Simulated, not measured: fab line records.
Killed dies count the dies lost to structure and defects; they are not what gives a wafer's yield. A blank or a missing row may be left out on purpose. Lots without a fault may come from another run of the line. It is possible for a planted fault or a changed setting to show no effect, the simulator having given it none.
The tool behind it: which one? || flow n5_finfet || 9 lots, 26 wafers sampled, at 2 steps of a route of 1938

== WHAT EACH GAUGE READ, for each wafer ==
N5_BEOL_M4_RC_MEAS_101. Usual: DIBL_N 36.0 mV/V, standard deviation 2.2; DIBL_P 36.2 mV/V, standard deviation 2.4; IOFF_N 0.16 nA/um, standard deviation 0.035; IOFF_P 0.21 nA/um, standard deviation 0.037; ION_N 672 uA/um, standard deviation 13; ION_P 461 uA/um, standard deviation 7; SS_N 71.4 mV/dec, standard deviation 0.69; SS_P 73.2 mV/dec, standard deviation 0.75; VT_N 250 mV, standard deviation 3.4; VT_P -251 mV, standard deviation 3.
{"lot": "L987", "measured": "day 9 15:58", "on": "prober-01", "DIBL_N (mV/V)": "37.4 36.3 33.0", "DIBL_P (mV/V)": "36.8 36.0 32.4", "IOFF_N (nA/um)": "0.14 0.13 0.09", "IOFF_P (nA/um)": "0.21 0.20 0.15", "ION_N (uA/um)": "676 670 649", "ION_P (uA/um)": "465 468 456", "SS_N (mV/dec)": "71.4 71.3 70.2", "SS_P (mV/dec)": "73.0 72.5 72.0", "VT_N (mV)": "254 252 257", "VT_P (mV)": "-247 -250 -251", "flag": ""}
{"lot": "L991", "measured": "day 10 19:42", "on": "prober-02", "DIBL_N (mV/V)": "34.2 36.7 36.2", "DIBL_P (mV/V)": "33.5 37.9 36.5", "IOFF_N (nA/um)": "0.13 0.18 0.16", "IOFF_P (nA/um)": "0.18 0.24 0.22", "ION_N (uA/um)": "675 684 683", "ION_P (uA/um)": "465 471 460", "SS_N (mV/dec)": "70.3 71.8 70.8", "SS_P (mV/dec)": "72.5 73.6 73.1", "VT_N (mV)": "252 246 249", "VT_P (mV)": "-250 -246 -250", "flag": ""}
{"lot": "L992", "measured": "day 11 00:42", "on": "prober-01", "DIBL_N (mV/V)": "38.1 38.7 37.8", "DIBL_P (mV/V)": "37.4 40.3 39.1", "IOFF_N (nA/um)": "0.20 0.22 0.19", "IOFF_P (nA/um)": "0.21 0.26 0.23", "ION_N (uA/um)": "667 690 677", "ION_P (uA/um)": "455 466 459", "SS_N (mV/dec)": "72.1 71.9 71.7", "SS_P (mV/dec)": "73.1 74.4 73.5", "VT_N (mV)": "250 244 248", "VT_P (mV)": "-252 -246 -252", "flag": ""}
{"lot": "L999", "measured": "day 13 11:36", "on": "prober-02", "DIBL_N (mV/V)": "35.1 35.3 35.8", "DIBL_P (mV/V)": "36.3 35.5 37.0", "IOFF_N (nA/um)": "0.15 0.15 0.16", "IOFF_P (nA/um)": "0.22 0.19 0.23", "ION_N (uA/um)": "664 677 677", "ION_P (uA/um)": "461 457 463", "SS_N (mV/dec)": "71.1 70.9 71.8", "SS_P (mV/dec)": "73.1 73.1 73.0", "VT_N (mV)": "248 251 250", "VT_P (mV)": "-250 -252 -248", "flag": ""}
{"lot": "L998", "measured": "day 13 14:25", "on": "prober-02", "DIBL_N (mV/V)": "35.7 36.6 34.8", "DIBL_P (mV/V)": "36.3 37.7 36.3", "IOFF_N (nA/um)": "0.16 0.17 0.15", "IOFF_P (nA/um)": "0.20 0.22 0.20", "ION_N (uA/um)": "673 665 669", "ION_P (uA/um)": "466 464 458", "SS_N (mV/dec)": "71.7 72.0 71.0", "SS_P (mV/dec)": "73.6 73.7 73.3", "VT_N (mV)": "251 251 250", "VT_P (mV)": "-253 -252 -253", "flag": ""}
{"lot": "L101", "measured": "day 13 14:39", "on": "prober-01", "DIBL_N (mV/V)": "36.3 32.1 32.0", "DIBL_P (mV/V)": "34.9 30.5 30.6", "IOFF_N (nA/um)": "0.13 0.09 0.09", "IOFF_P (nA/um)": "0.19 0.14 0.14", "ION_N (uA/um)": "659 651 647", "ION_P (uA/um)": "452 450 452", "SS_N (mV/dec)": "71.5 69.7 69.8", "SS_P (mV/dec)": "73.4 72.0 71.9", "VT_N (mV)": "252 258 259", "VT_P (mV)": "-250 -256 -254", "flag": ""}
{"lot": "L100", "measured": "day 13 15:56", "on": "prober-02", "DIBL_N (mV/V)": "34.0 34.9", "DIBL_P (mV/V)": "34.4 34.8", "IOFF_N (nA/um)": "0.13 0.14", "IOFF_P (nA/um)": "0.17 0.18", "ION_N (uA/um)": "664 663", "ION_P (uA/um)": "454 455", "SS_N (mV/dec)": "71.3 72.2", "SS_P (mV/dec)": "72.1 72.4", "VT_N (mV)": "252 252", "VT_P (mV)": "-252 -253", "flag": ""}
{"lot": "L102", "measured": "day 13 16:46", "on": "prober-01", "DIBL_N (mV/V)": "40.9 38.3 38.9", "DIBL_P (mV/V)": "41.1 37.2 38.2", "IOFF_N (nA/um)": "0.26 0.18 0.20", "IOFF_P (nA/um)": "0.30 0.23 0.24", "ION_N (uA/um)": "700 689 691", "ION_P (uA/um)": "476 466 462", "SS_N (mV/dec)": "72.6 71.8 71.8", "SS_P (mV/dec)": "75.2 73.6 74.7", "VT_N (mV)": "243 249 249", "VT_P (mV)": "-247 -251 -249", "flag": ""}
{"lot": "L103", "measured": "day 14 10:02", "on": "prober-02", "DIBL_N (mV/V)": "35.0 33.6 33.6", "DIBL_P (mV/V)": "35.2 33.7 34.3", "IOFF_N (nA/um)": "0.14 0.11 0.12", "IOFF_P (nA/um)": "0.18 0.16 0.16", "ION_N (uA/um)": "658 645 649", "ION_P (uA/um)": "455 447 451", "SS_N (mV/dec)": "70.9 70.1 70.0", "SS_P (mV/dec)": "72.9 71.8 71.6", "VT_N (mV)": "252 254 255", "VT_P (mV)": "-250 -254 -253", "flag": ""}

N5_BEOL_M12_INSPECT_12: inspects for defects (macro). Usual: raw_defect_count at 2.3, with a standard deviation of 1.4.
{"lot": "L987", "measured": "day 12 09:44", "on": "defect_inspect-02", "raw_defect_count": "2 0 6", "flag": ""}
{"lot": "L991", "measured": "day 13 12:50", "on": "defect_inspect-02", "raw_defect_count": "1 4 4", "flag": ""}
{"lot": "L992", "measured": "day 13 20:57", "on": "defect_inspect-01", "raw_defect_count": "0 2 0", "flag": ""}
{"lot": "L999", "measured": "day 16 12:50", "on": "defect_inspect-01", "raw_defect_count": "1 1 2", "flag": ""}
{"lot": "L998", "measured": "day 16 13:43", "on": "defect_inspect-01", "raw_defect_count": "3 3 4", "flag": ""}
{"lot": "L101", "measured": "day 16 11:53", "on": "defect_inspect-01", "raw_defect_count": "2 3 1", "flag": ""}
{"lot": "L100", "measured": "day 16 13:14", "on": "defect_inspect-01", "raw_defect_count": "3 2", "flag": ""}
{"lot": "L102", "measured": "day 16 13:59", "on": "defect_inspect-02", "raw_defect_count": "2 1 2", "flag": ""}
{"lot": "L103", "measured": "day 17 05:07", "on": "defect_inspect-01", "raw_defect_count": "4 3 1", "flag": ""}

== TOOL THAT RAN EACH LOT (tool first, then ch and the chambers of the sampled wafers, then the start) ==
No process step before these readings appears in the record.

== WHAT THE TOOLS THEMSELVES READ (means of the sampled wafers that have a number; where no wafer has one, the mark that the record gives instead) ==
The record holds no such reading with a usual standard deviation.

== THE ANSWER, worked out from the rows above alone ==
Rule: a lot is off if the mean of its wafers that have a number lies more than 3 standard deviations from the usual mean. Also off: a lot with no number at a reading for which 4 or more lots have one. Any other lot the step has rows for is counted as sound. After the gauges, taken in route order, come the tools' own readings; for these a lot's mean is taken, as printed above. At the first step where some lot is off, the reading lying furthest off is the one used; lots without a number count as furthest.
Across all readings shown, no lot is off: no conclusion can be drawn from this.

== WHAT THE SIMULATOR PUT IN ==
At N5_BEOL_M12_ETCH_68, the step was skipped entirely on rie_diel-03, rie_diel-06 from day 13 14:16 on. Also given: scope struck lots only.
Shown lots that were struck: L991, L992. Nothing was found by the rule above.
